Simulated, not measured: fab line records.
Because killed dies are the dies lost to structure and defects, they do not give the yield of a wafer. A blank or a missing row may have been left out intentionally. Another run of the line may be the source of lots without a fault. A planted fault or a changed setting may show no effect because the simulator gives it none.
fab line records    flow nandHarc
record: lots: 6  wafers: 16  lastDay: 32
route steps=1302 shown A_CHANNEL_HOLE_D2@584 END@1302
lots untouched by any fault: they come from a run of this same line in which no faults occurred
startH: the number of hours between the record's first day and the start of the first shown wafer of the lot    waitH: how many hours have passed since the lot's step before this one    " the same as in the row above    L1.1+2: several wafers, shown together as one row    - either no value or no given start    * or withheld: withheld    < > ~ a bound
route shown NAME@n: a module of which the file shows steps, and the number in the route of the first    usual: mean/standard deviation of fault-free wafers    same: alike in all rows    chamber/n: place in a boat    sites: per-site readings    _std_site: standard deviation of those values    _edge_site: outer sites' mean less inner sites'    radiusMm: for every site, how far away it sits from the centre of the wafer    mask NAME#n: copy n    behind: the tool/chamber that last shaped the wafer    hold: what put the lot on hold/how long, in hours/how the hold closed    device: the transistor (n, p or np) that didn't switch    end of line: the route-end tests of the same wafers    for a step that has no rows: nothing shown but its recipe    killed: count of dies lost to structure and defects at first sort (not the wafer's yield)    map: per-die view of a wafer (x killed, . not killed, _ where there is no die)
set.NAME: the setting the step ran with; set.NAME@STEP: the setting that earlier step ran with    model.NAME: the simulator's own value behind a step, which no gauge read
lots at selected steps of the route; one table per step, one row per wafer
services: when a tool's chamber went out of use (startH, in hours from the record's first day, below 0 if earlier), for how many hours, and the reason
== steps ==
step: NHARC_A_CHANNEL_HOLE_D2_INSPECT_12
usual: rawDefectCount: 25/20
lot.wafer  tool              chamber  startH  waitH  rawDefectCount
L741.3     defectInspect-02  -        286.13  0.0    65
L741.5     "                 -        "       "      43
L741.6     "                 -        "       "      47
L748.1     defectInspect-01  -        361.82  0.0    3
L748.5     "                 -        "       "      6
L749.1     defectInspect-02  -        375.44  0.0    64
L749.4     "                 -        "       "      50
L758.1     defectInspect-01  -        464.84  0.0    56
L758.4     "                 -        "       "      60
L758.5     "                 -        "       "      52
L760.1     defectInspect-01  -        480.74  0.0    17
L760.4     "                 -        "       "      21
L760.5     "                 -        "       "      21
L762.1     defectInspect-01  -        502.10  0.0    25
L762.3     "                 -        "       "      23
L762.6     "                 -        "       "      18
step: NHARC_A_CHANNEL_HOLE_D2_DESCUM_15
recipe: timeS: 3  o2FlowSccm: 200  arFlowSccm: 0  biasPowerW: 0  chemistry: O2
step: NHARC_A_CHANNEL_HOLE_D2_ETCH_38
recipe: targetDepthA: 390  overEtchFrac: 0.3  timeS: 65  ionEnergyEv: 80  cf4FlowSccm: 150  arFlowSccm: 0  rfW: 300  biasW: 100  chemistry: CF4
step: NHARC_A_CHANNEL_HOLE_D2_ETCH_39
recipe: targetDepthA: 2600  overEtchFrac: 0.3  timeS: 325  ionEnergyEv: 200  n2FlowSccm: 150  h2FlowSccm: 150  arFlowSccm: 0  rfW: 400  biasW: 150  chemistry: N2/H2
step: NHARC_A_CHANNEL_HOLE_D2_ETCH_34
recipe: targetDepthA: 1540  timeS: 77  cf4FlowSccm: 100  chf3FlowSccm: 30  arFlowSccm: 0  rfW: 500  biasW: 200  chemistry: CF4/CHF3
step: NHARC_A_CHANNEL_HOLE_D2_ETCH_16
recipe: targetDepthA: 31000  overEtchFrac: 0.3  timeS: 806  ionEnergyEv: 150  o2FlowSccm: 400  cosFlowSccm: 20  arFlowSccm: 0  rfW: 500  biasW: 300  chemistry: O2/COS
usual: drypumpMotorCurrentA: 5.9/0.53  o2FlowSccm: 400.1/1.2  oesProductAu: 1.001/0.011  rfVppV: 315.0/2.1  showerheadPlenumPTorr: 3.18/0.14  throttleValvePct: 28.330/0.0088
lot.wafer  tool        chamber  startH  waitH  drypumpMotorCurrentA  o2FlowSccm  oesProductAu  rfHoursCounterH  rfVppV  showerheadPlenumPTorr  throttleValvePct
L741.3     rieDiel-13  3        -       -      6.5                   399.0       1.005         6.2              312.7   3.05                   28.328
L741.6     "           1        "       "      6.2                   400.8       0.995         -                314.8   3.14                   28.333
L741.5     "           2        "       "      5.5                   401.7       1.000         -                312.5   2.97                   28.335
L748.1     rieDiel-13  3        -       -      6.5                   399.6       1.018         0.3              314.2   3.05                   28.341
L748.5     "           1        "       "      6.2                   400.2       0.990         -                314.1   3.14                   28.318
L749.1     rieDiel-05  2        -       -      5.7                   400.4       0.982         8.3              318.0   3.34                   28.318
L749.4     "           3        "       "      6.1                   399.7       0.982         8.2              316.0   3.30                   28.316
L758.4     rieDiel-10  1        -       -      5.5                   399.8       1.014         3.3              311.9   2.95                   28.347
L758.1     "           2        "       "      5.0                   399.8       1.015         3.5              316.3   3.32                   28.330
L758.5     "           0        "       "      6.6                   398.7       1.018         -                313.4   3.09                   28.310
L760.4     rieDiel-13  1        -       -      6.2                   398.2       1.005         8.0              314.7   3.13                   28.334
L760.1     "           2        "       "      5.6                   399.1       0.994         7.8              311.9   2.97                   28.334
L760.5     "           3        "       "      6.5                   402.6       1.031         -                312.3   3.05                   28.329
L762.3     rieDiel-10  2        -       -      5.1                   398.9       1.008         6.0              316.7   3.32                   28.344
L762.1     "           0        "       "      6.6                   400.9       1.025         5.7              313.0   3.09                   28.325
L762.6     "           3        "       "      5.1                   400.3       0.990         -                318.2   3.33                   28.317
step: NHARC_A_CHANNEL_HOLE_D2_CD_MEAS_18
usual: cdNm: 98.7/2.2
lot.wafer  tool      chamber  startH  waitH  cdNm
L741.3     cdSem-03  -        287.30  -      96.3
L741.5     "         -        "       "      97.9
L741.6     "         -        "       "      100.4
L748.1     cdSem-02  -        362.99  -      99.2
L748.5     "         -        "       "      98.3
L749.1     cdSem-02  -        376.61  -      97.2
L749.4     "         -        "       "      99.9
L758.1     cdSem-02  -        466.00  -      102.9
L758.4     "         -        "       "      99.6
L758.5     "         -        "       "      102.9
L760.1     cdSem-01  -        481.90  -      97.7
L760.4     "         -        "       "      100.2
L760.5     "         -        "       "      93.6
L762.1     cdSem-01  -        503.26  -      96.7
L762.3     "         -        "       "      101.1
L762.6     "         -        "       "      96.1
step: NHARC_A_CHANNEL_HOLE_D2_ETCH_19
recipe: biasV: 1200  sourceW: 2500  pressureMtorr: 15  timeS: 34.5  arFlowSccm: 375  c4f8FlowSccm: 28.8  o2FlowSccm: 96.2  tempC: -20  targetDepthA: *  chemistry: C4F8/O2/Ar
step: NHARC_A_CHANNEL_HOLE_D2_ETCH_20
recipe: biasV: 3000  sourceW: withheld  pressureMtorr: 20  timeS: 361.9  arFlowSccm: 375  c4f8FlowSccm: 89.3  o2FlowSccm: 35.7  tempC: -20  targetDepthA: 16000  chemistry: C4F8/O2/Ar
usual: drypumpMotorCurrentA: 5.82/0.15  heBacksideLeakSccm: 5.9/0.51  o2FlowSccm: 35.70/0.1  showerheadPlenumPTorr: 3.69/0.2  throttleValvePct: 32.154/0.0082
lot.wafer  tool        chamber  startH  waitH  drypumpMotorCurrentA  heBacksideLeakSccm  o2FlowSccm  rfHoursCounterH  showerheadPlenumPTorr  throttleValvePct
L741.3     harEtch-02  0        290.31  0.2    5.92                  6.6                 35.71       -                3.53                   32.146
L741.5     "           1        "       "      5.61                  6.8                 35.59       -                3.40                   32.165
L741.6     "           0        "       "      5.92                  6.1                 35.65       -                3.53                   32.163
L748.1     harEtch-01  1        365.60  0.1    5.75                  6.6                 35.60       195              3.49                   32.139
L748.5     "           1        "       "      5.77                  5.9                 35.74       -                3.49                   32.152
L749.1     harEtch-01  1        378.40  0.1    5.74                  6.1                 35.70       203              3.48                   32.164
L749.4     "           1        "       "      5.74                  5.8                 35.67       -                3.48                   32.158
L758.1     harEtch-02  0        467.30  0.1    5.93                  5.6                 35.77       42               3.91                   32.160
L758.4     "           0        "       "      5.93                  5.7                 35.91       -                3.91                   32.158
L758.5     "           0        "       "      5.94                  5.3                 35.64       -                3.91                   32.132
L760.1     harEtch-01  1        482.14  0.1    5.77                  6.3                 35.70       271              3.45                   32.162
L760.4     "           0        "       "      6.04                  6.1                 35.61       -                3.63                   32.154
L760.5     "           1        "       "      5.75                  6.4                 35.66       -                3.45                   32.149
L762.1     harEtch-02  1        503.45  0.1    5.67                  5.8                 35.79       61               3.88                   32.149
L762.3     "           0        "       "      5.94                  5.3                 35.73       -                3.90                   32.154
L762.6     "           1        "       "      5.63                  5.9                 35.78       -                3.88                   32.172
step: NHARC_A_CHANNEL_HOLE_D2_ETCH_21
recipe: biasV: 3000  sourceW: withheld  pressureMtorr: 20  timeS: 514.3  arFlowSccm: 375  c4f8FlowSccm: 89.3  o2FlowSccm: 35.7  tempC: -20  targetDepthA: 16000  chemistry: C4F8/O2/Ar
step: NHARC_A_CHANNEL_HOLE_D2_ETCH_22
recipe: biasV: 3000  sourceW: withheld  pressureMtorr: 20  timeS: 666.7  arFlowSccm: 375  c4f8FlowSccm: 89.3  o2FlowSccm: 35.7  tempC: -20  targetDepthA: 16000  chemistry: C4F8/O2/Ar
usual: drypumpMotorCurrentA: 5.83/0.15  heBacksideLeakSccm: 6.0/0.72  o2FlowSccm: 35.71/0.098  showerheadPlenumPTorr: 3.68/0.2  throttleValvePct: 32.155/0.009
lot.wafer  tool        chamber  startH  waitH  drypumpMotorCurrentA  heBacksideLeakSccm  o2FlowSccm  rfHoursCounterH  showerheadPlenumPTorr  throttleValvePct
L741.3     harEtch-02  0        291.19  0.4    5.95                  6.2                 35.60       -                3.53                   32.143
L741.5     "           1        "       "      5.67                  6.7                 35.78       -                3.40                   32.147
L741.6     "           0        "       "      5.94                  6.0                 35.77       -                3.53                   32.153
L748.1     harEtch-01  1        366.39  0.4    5.74                  5.9                 35.79       196              3.49                   32.150
L748.5     "           1        "       "      5.73                  5.8                 35.75       -                3.49                   32.147
L749.1     harEtch-01  1        379.19  0.4    5.73                  5.9                 35.62       203              3.48                   32.164
L749.4     "           1        "       "      5.73                  6.0                 35.75       -                3.48                   32.150
L758.1     harEtch-02  0        468.10  0.4    5.91                  5.1                 35.57       43               3.91                   32.149
L758.4     "           0        "       "      5.93                  4.9                 35.46       -                3.91                   32.174
L758.5     "           0        "       "      5.92                  5.1                 35.63       -                3.91                   32.151
L760.1     harEtch-01  1        482.93  0.4    5.75                  6.1                 35.77       272              3.45                   32.154
L760.4     "           0        "       "      6.04                  6.1                 35.77       -                3.63                   32.147
L760.5     "           1        "       "      5.72                  6.0                 35.73       -                3.45                   32.162
L762.1     harEtch-02  1        504.20  0.4    5.69                  6.0                 35.75       62               3.88                   32.151
L762.3     "           0        "       "      5.94                  5.3                 35.80       -                3.90                   32.143
L762.6     "           1        "       "      5.68                  6.1                 35.94       -                3.88                   32.142
step: NHARC_A_CHANNEL_HOLE_D2_ETCH_23
recipe: biasV: 5000  sourceW: withheld  pressureMtorr: 20  timeS: 819  arFlowSccm: 375  c4f8FlowSccm: 89.3  o2FlowSccm: 35.7  tempC: -20  targetDepthA: 16000  chemistry: C4F8/O2/Ar
usual: drypumpMotorCurrentA: 5.82/0.15  heBacksideLeakSccm: 5.9/0.56  o2FlowSccm: 35.73/0.1  showerheadPlenumPTorr: 3.68/0.2  throttleValvePct: 32.154/0.0089
lot.wafer  tool        chamber  startH  waitH  drypumpMotorCurrentA  heBacksideLeakSccm  o2FlowSccm  rfHoursCounterH  showerheadPlenumPTorr  throttleValvePct
L741.3     harEtch-02  0        291.83  0.5    5.92                  5.9                 35.84       -                3.53                   32.147
L741.5     "           1        "       "      5.63                  6.8                 35.80       -                3.40                   32.155
L741.6     "           0        "       "      5.90                  5.9                 35.64       -                3.53                   32.147
L748.1     harEtch-01  1        366.98  0.5    5.76                  6.1                 35.85       196              3.49                   32.145
L748.5     "           1        "       "      5.72                  5.9                 35.86       -                3.49                   32.136
L749.1     harEtch-01  1        379.77  0.5    5.75                  5.9                 35.69       204              3.48                   32.144
L749.4     "           1        "       "      5.74                  5.7                 35.83       -                3.48                   32.157
L758.1     harEtch-02  0        468.69  0.5    5.92                  5.0                 35.81       43               3.91                   32.157
L758.4     "           0        "       "      5.91                  5.0                 35.66       -                3.91                   32.155
L758.5     "           0        "       "      5.90                  5.0                 35.64       -                3.91                   32.154
L760.1     harEtch-01  1        483.53  0.5    5.71                  5.7                 35.77       272              3.45                   32.153
L760.4     "           0        "       "      6.00                  6.0                 35.57       -                3.63                   32.171
L760.5     "           1        "       "      5.74                  5.8                 35.68       -                3.45                   32.148
L762.1     harEtch-02  1        504.77  0.5    5.62                  8.0                 35.73       63               3.88                   32.147
L762.3     "           0        "       "      5.94                  5.0                 35.78       -                3.90                   32.161
L762.6     "           1        "       "      5.63                  5.7                 35.71       -                3.88                   32.157
step: NHARC_A_CHANNEL_HOLE_D2_ETCH_24
recipe: biasV: 5000  sourceW: withheld  pressureMtorr: 20  timeS: 906.2  arFlowSccm: 375  c4f8FlowSccm: 93.8  o2FlowSccm: 31.2  tempC: -20  targetDepthA: 15000  chemistry: C4F8/O2/Ar
usual: drypumpMotorCurrentA: 5.82/0.15  heBacksideLeakSccm: 6.0/0.51  o2FlowSccm: 31.22/0.087  showerheadPlenumPTorr: 3.68/0.19  throttleValvePct: 32.234/0.0093
lot.wafer  tool        chamber  startH  waitH  drypumpMotorCurrentA  heBacksideLeakSccm  o2FlowSccm  rfHoursCounterH  showerheadPlenumPTorr  throttleValvePct
L741.3     harEtch-02  0        292.56  0.6    5.93                  6.6                 31.30       -                3.53                   32.229
L741.5     "           1        "       "      5.66                  6.9                 31.15       -                3.39                   32.227
L741.6     "           0        "       "      5.94                  6.4                 31.22       -                3.53                   32.229
L748.1     harEtch-01  1        367.68  0.6    5.69                  6.0                 31.11       197              3.48                   32.225
L748.5     "           1        "       "      5.76                  6.1                 31.28       -                3.48                   32.229
L749.1     harEtch-01  1        380.47  0.6    5.70                  6.1                 31.25       205              3.48                   32.236
L749.4     "           1        "       "      5.68                  6.2                 31.17       -                3.48                   32.237
L758.1     harEtch-02  0        469.39  0.6    5.92                  5.5                 31.28       44               3.90                   32.229
L758.4     "           0        "       "      5.93                  5.3                 31.23       -                3.90                   32.231
L758.5     "           0        "       "      5.93                  5.2                 31.11       -                3.90                   32.226
L760.1     harEtch-01  1        484.24  0.6    5.72                  6.1                 31.26       273              3.44                   32.239
L760.4     "           0        "       "      6.03                  6.0                 31.26       -                3.63                   32.226
L760.5     "           1        "       "      5.71                  6.0                 31.38       -                3.44                   32.267
L762.1     harEtch-02  1        505.47  0.6    5.63                  5.8                 30.97       63               3.88                   32.228
L762.3     "           0        "       "      5.92                  5.9                 31.22       -                3.89                   32.232
L762.6     "           1        "       "      5.66                  5.8                 31.20       -                3.88                   32.232
step: NHARC_A_CHANNEL_HOLE_D2_ETCH_25
recipe: biasV: 5000  sourceW: withheld  pressureMtorr: 20  timeS: 1040.2  arFlowSccm: 375  c4f8FlowSccm: 93.8  o2FlowSccm: 31.2  tempC: -20  targetDepthA: 15000  chemistry: C4F8/O2/Ar
step: NHARC_A_CHANNEL_HOLE_D2_ETCH_26
recipe: biasV: 300  sourceW: 2000  pressureMtorr: 30  timeS: 224.1  arFlowSccm: 375  c4f8FlowSccm: 11.4  o2FlowSccm: 113.6  tempC: -20  targetDepthA: 3000  chemistry: C4F8/O2/Ar
usual: biasV: 300/3.2  drypumpMotorCurrentA: 5.82/0.15  heBacksideLeakSccm: 5.9/0.49  o2FlowSccm: 113.6/0.31  showerheadPlenumPTorr: 3.73/0.21  throttleValvePct: 24.583/0.0099
lot.wafer  tool        chamber  startH  waitH  biasV  drypumpMotorCurrentA  heBacksideLeakSccm  o2FlowSccm  rfHoursCounterH  showerheadPlenumPTorr  throttleValvePct
L741.3     harEtch-02  0        293.93  0.4    300    5.95                  6.8                 113.5       -                3.57                   24.576
L741.5     "           1        "       "      294    5.65                  6.7                 113.6       -                3.43                   24.594
L741.6     "           0        "       "      304    5.93                  6.5                 113.3       -                3.57                   24.592
L748.1     harEtch-01  1        369.22  0.6    294    5.69                  5.8                 113.1       198              3.52                   24.587
L748.5     "           1        "       "      299    5.70                  5.7                 113.4       -                3.52                   24.593
L749.1     harEtch-01  1        382.01  0.6    305    5.74                  6.0                 113.7       206              3.52                   24.582
L749.4     "           1        "       "      302    5.77                  6.0                 113.9       -                3.52                   24.584
L758.1     harEtch-02  0        470.95  0.6    302    5.92                  5.5                 113.5       46               3.96                   24.579
L758.4     "           0        "       "      307    5.93                  5.3                 113.1       -                3.96                   24.580
L758.5     "           0        "       "      304    5.93                  5.4                 113.2       -                3.96                   24.566
L760.1     harEtch-01  1        485.80  0.6    297    5.73                  6.5                 113.7       275              3.48                   24.578
L760.4     "           0        "       "      300    6.01                  6.1                 114.1       -                3.67                   24.563
L760.5     "           1        "       "      294    5.71                  6.0                 113.5       -                3.48                   24.587
L762.1     harEtch-02  1        507.12  0.7    297    5.66                  5.7                 113.7       65               3.94                   24.589
L762.3     "           0        "       "      304    5.95                  5.5                 113.4       -                3.95                   24.569
L762.6     "           1        "       "      299    5.66                  5.8                 113.7       -                3.94                   24.569
step: NHARC_A_CHANNEL_HOLE_D2_ETCH_27
recipe: biasV: 400  sourceW: 2000  pressureMtorr: 25  timeS: 90  arFlowSccm: 375  c4f8FlowSccm: 41.7  o2FlowSccm: 83.3  tempC: -20  targetDepthA: 4000  chemistry: C4F8/O2/Ar
step: NHARC_A_CHANNEL_HOLE_D2_STRIP_41
recipe: n2FlowSccm: 150  h2FlowSccm: 150  arFlowSccm: 0  biasW: 0  chemistry: N2/H2
step: NHARC_A_CHANNEL_HOLE_D2_STRIP_42
recipe: cf4FlowSccm: 100  chf3FlowSccm: 30  arFlowSccm: 0  biasW: 0  chemistry: CF4/CHF3
step: NHARC_A_CHANNEL_HOLE_D2_STRIP_43
recipe: o2FlowSccm: 400  cosFlowSccm: 20  arFlowSccm: 0  biasW: 0  chemistry: O2/COS
step: NHARC_A_CHANNEL_HOLE_D2_ETCH_44
recipe: targetDepthA: 1400  overetchA: 140  timeS: 77  ionEnergyEv: 100  cf4FlowSccm: 80  o2FlowSccm: 20  arFlowSccm: 0  rfW: 300  biasW: 100  chemistry: CF4/O2
step: NHARC_A_CHANNEL_HOLE_D2_STRIP_28
recipe: o2FlowSccm: 500  arFlowSccm: 0  biasW: 0  chemistry: O2
step: NHARC_A_CHANNEL_HOLE_D2_PRECLEAN_29
recipe: timeS: *  tempC: 50  bathAgeMin: 0  chemistry: SC1
step: NHARC_A_CHANNEL_HOLE_D2_SRD_30
step: NHARC_A_CHANNEL_HOLE_D2_CD_MEAS_31
usual: cdNm: 89.8/1.4
lot.wafer  tool      chamber  startH  waitH  cdNm
L741.3     cdSem-03  -        295.58  -      89.6
L741.5     "         -        "       "      89.2
L741.6     "         -        "       "      88.5
L748.1     cdSem-03  -        370.95  -      90.7
L748.5     "         -        "       "      89.6
L749.1     cdSem-02  -        383.71  -      89.0
L749.4     "         -        "       "      90.2
L758.1     cdSem-03  -        472.66  -      88.5
L758.4     "         -        "       "      89.9
L758.5     "         -        "       "      89.1
L760.1     cdSem-02  -        487.50  -      91.2
L760.4     "         -        "       "      91.9
L760.5     "         -        "       "      90.8
L762.1     cdSem-01  -        508.85  -      89.5
L762.3     "         -        "       "      86.7
L762.6     "         -        "       "      88.7
step: NHARC_A_CHANNEL_HOLE_D2_XSEM_32
recipe: landingEnergyEv: 35000
step: NHARC_A_CHANNEL_HOLE_D2_INSPECT_40
usual: rawDefectCount: 280/95
lot.wafer  tool              chamber  startH  waitH  hold                     rawDefectCount
L741.3     defectInspect-02  -        295.76  -      -                        381
L741.5     "                 -        "       "      -                        438
L741.6     "                 -        "       "      -                        364
L748.1     defectInspect-01  -        371.13  -      awaitDispo/0.2h/release  1195
L748.5     "                 -        "       "      awaitDispo/0.2h/release  1230
L748.1     defectInspect-01  -        371.30  0.2    -                        1198
L748.5     "                 -        "       "      -                        1228
L749.1     defectInspect-02  -        383.90  -      awaitDispo/0.2h/release  1317
L749.4     "                 -        "       "      awaitDispo/0.2h/release  1576
L749.1     defectInspect-02  -        384.07  0.2    -                        1323
L749.4     "                 -        "       "      -                        1580
L758.1     defectInspect-01  -        472.85  -      -                        224
L758.4     "                 -        "       "      -                        172
L758.5     "                 -        "       "      -                        219
L760.1     defectInspect-01  -        487.69  -      -                        252
L760.4     "                 -        "       "      -                        168
L760.5     "                 -        "       "      -                        308
L762.1     defectInspect-02  -        509.04  -      -                        342
L762.3     "                 -        "       "      -                        499
L762.6     "                 -        "       "      -                        226
step: NHARC_END_SORT_01
recipe: tempC: 25
usual: killedAtArray: 55/15  killedAtOther: 1.0/1.2  killedAtPeriphery: 3.4/2.2  killedDies: 59/15  killedOpen: 3.2/2  killedShort: 2.5/1.7
same: grossDies: 677
lot.wafer  tool       chamber  startH  waitH  killedAtArray  killedAtOther  killedAtPeriphery  killedDies  killedOpen  killedShort
L749.1     prober-01  0        654.48  2.5    148            0              2                  150         7           5
L749.4     prober-01  0        656.87  3.4    166            0              2                  168         3           4
L748.1     prober-01  0        678.48  2.5    125            0              1                  126         3           1
L748.5     prober-01  0        681.64  3.7    112            0              2                  114         2           2
killed by level:class
L749.1 A_CHANNEL_HOLE_D2:unspecified=91 A_CHANNEL_HOLE_D1:chamberFilmFlake=37 A_SLIT:chamberFilmFlake=5 A_SOURCE_PLATE:geometricParticle:open=2 A_ONON_D2:geometricParticle:short=2 A_M0:geometricParticle:short=2 A_STAIRCASE:chamberFilmFlake=2 P_M0:geometricParticle:open=1
L749.4 A_CHANNEL_HOLE_D2:unspecified=96 A_CHANNEL_HOLE_D1:chamberFilmFlake=33 A_SLIT:chamberFilmFlake=25 A_CHANNEL_HOLE_D2:chamberFilmFlake=3 A_CHANNEL_HOLE_D2:geometricParticle:short=2 A_STAIRCASE:chamberFilmFlake=2 P_M0:geometricParticle:short=1 P_M1:geometricParticle:open=1
L748.1 A_CHANNEL_HOLE_D2:unspecified=105 A_M1:chamberFilmFlake=4 A_CHANNEL_HOLE_D2:chamberFilmFlake=3 A_STAIRCASE:chamberFilmFlake=3 A_CONTACT:chamberFilmFlake=3 A_DECK1_JOINT:geometricParticle:open=2 A_ONON_D1:geometricParticle:open=1 A_ONON_D2:geometricParticle:short=1
L748.5 A_CHANNEL_HOLE_D2:unspecified=94 A_CONTACT:chamberFilmFlake=6 A_CHANNEL_HOLE_D2:chamberFilmFlake=3 A_STAIRCASE:chamberFilmFlake=3 P_M2:geometricParticle:open=1 A_ONON_D1:geometricParticle:short=1 A_DECK1_JOINT:geometricParticle:open=1 A_CHANNEL_HOLE_D2:geometricParticle:short=1
map L748.1 (x killed, . not)
____________.____________
_________......._________
_______...x......._______
______.............______
_____...x..........._____
____.................____
____.................____
___.........x...xxx...___
___..x.........xxx.x..___
__............xxx.xxx..__
__............xxxxxxxx.__
_..x..........xxxxxxxxx._
_...........xxxxxxxxxx.._
_.........x.xxxxxxxxxx.._
_...........xxxxxxxxxxx._
_............xxxxxxxxxx._
.............xxxxxxxxx...
..............xxxxxxxx...
.....xx......x.xxxxxx....
...............xxxxx.....
....x...........xxxx..x..
_..........x....xxx....._
_......................._
_......................._
_....x.................._
_.x...x................._
__.....................__
__.....x...............__
___...................___
___.......x...........___
____.................____
____.................____
_____...........x..._____
______.............______
_______..........._______
_________...x..._________
____________x____________
map L749.4 (x killed, . not)
____________.____________
_________.x....._________
_______...x......._______
______...x..x.x....______
_____......x........_____
____.x..xx.xx.x......____
____...xxxxxx......x.____
___......x.xx.....x...___
___...x...xxx.xx.x.x..___
__......xx.x...xxxxx...__
__.......xxxx.xxxxxx.x.__
_.......x.x.x.xxxxxxxxx._
_.......x..x.xxxxxxxxx.._
_............xxxxxxxxxx._
_............xxxxxxxxxx._
_....x.....x.xxxxxxxxx.x_
.............xxxxxxxxx...
..............xxxxxxxx...
.............xxxxxxxxx...
...........xxxx.xxxx.....
.x.........x.xxxx..x.....
_.........x.xxxxx.xx...._
_.............xxxx......_
_...........xx.x.......x_
_.............x.x......._
_x............x.x......._
__.....................__
__.....................__
___...................___
___...................___
____.................____
____.................____
_____..............._____
______.............______
_______.........x._______
_________......._________
____________.____________
== services ==
tool        chamber  startH  hours  kind
rieDiel-13  0        272.08  -      clean
rieDiel-13  1        272.08  -      clean
harEtch-02  1        320.00  -      consumableReplace:showerhead
harEtch-02  1        320.00  17.0   scheduledDown
harEtch-02  1        320.00  17.0   ventCycle
rieDiel-13  3        333.51  26.8   repair
rieDiel-13  -        342.00  9.0    pm
rieDiel-10  2        342.09  7.5    repair
rieDiel-10  -        362.31  1.3    repair
rieDiel-10  1        370.06  4.9    repair
harEtch-02  -        382.62  17.0   pm
harEtch-02  0        382.62  17.0   ventCycle
harEtch-02  1        382.62  17.0   ventCycle
harEtch-02  0        399.62  -      clean
harEtch-02  0        399.62  -      consumableReplace:focusRing
harEtch-02  0        399.62  -      consumableReplace:showerhead
harEtch-02  1        399.62  -      clean
harEtch-02  1        399.62  -      consumableReplace:focusRing
rieDiel-05  -        407.28  9.0    pm
rieDiel-10  -        419.50  9.0    pm
rieDiel-10  -        436.69  0.7    repair
rieDiel-13  -        452.52  4.7    repair
rieDiel-05  3        469.33  1.5    repair
rieDiel-05  1        472.53  2.1    repair
== key ==
firstSign: step: NHARC_A_CHANNEL_HOLE_D2_INSPECT_40  reading: visit  direction: added
effect: step: NHARC_A_CHANNEL_HOLE_D2_INSPECT_40  reading: rawDefectCount  direction: up  sigmas: 11  usual: 280  struck: 1330
effect: step: NHARC_END_SORT_01  reading: killedAtArray  direction: up  sigmas: 5.6  usual: 55  struck: 138
moreKillsBornAt: NHARC_A_CHANNEL_HOLE_D2_ETCH_24@harEtch-01: 325
metAt NHARC_A_CHANNEL_HOLE_D2_ETCH_24
struckWafers L748.1,L748.5,L749.1,L749.4
testerLeftOut L748,L749
fault: kind: chamberParticleSource  tool: harEtch-01  chamber: 1  onsetH: 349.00  steps: NHARC_A_CHANNEL_HOLE_D2_ETCH_24  ratePerVisitCm2: 1.5716  endH: 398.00
testerLeftOut: of these lots the tester's yield and bins aren't shown, on N5 and GAA mostly nor the transistor test; their killed dies are dies lost to structure and defects alone, not to doping, threshold or leakage, so they don't give the yield
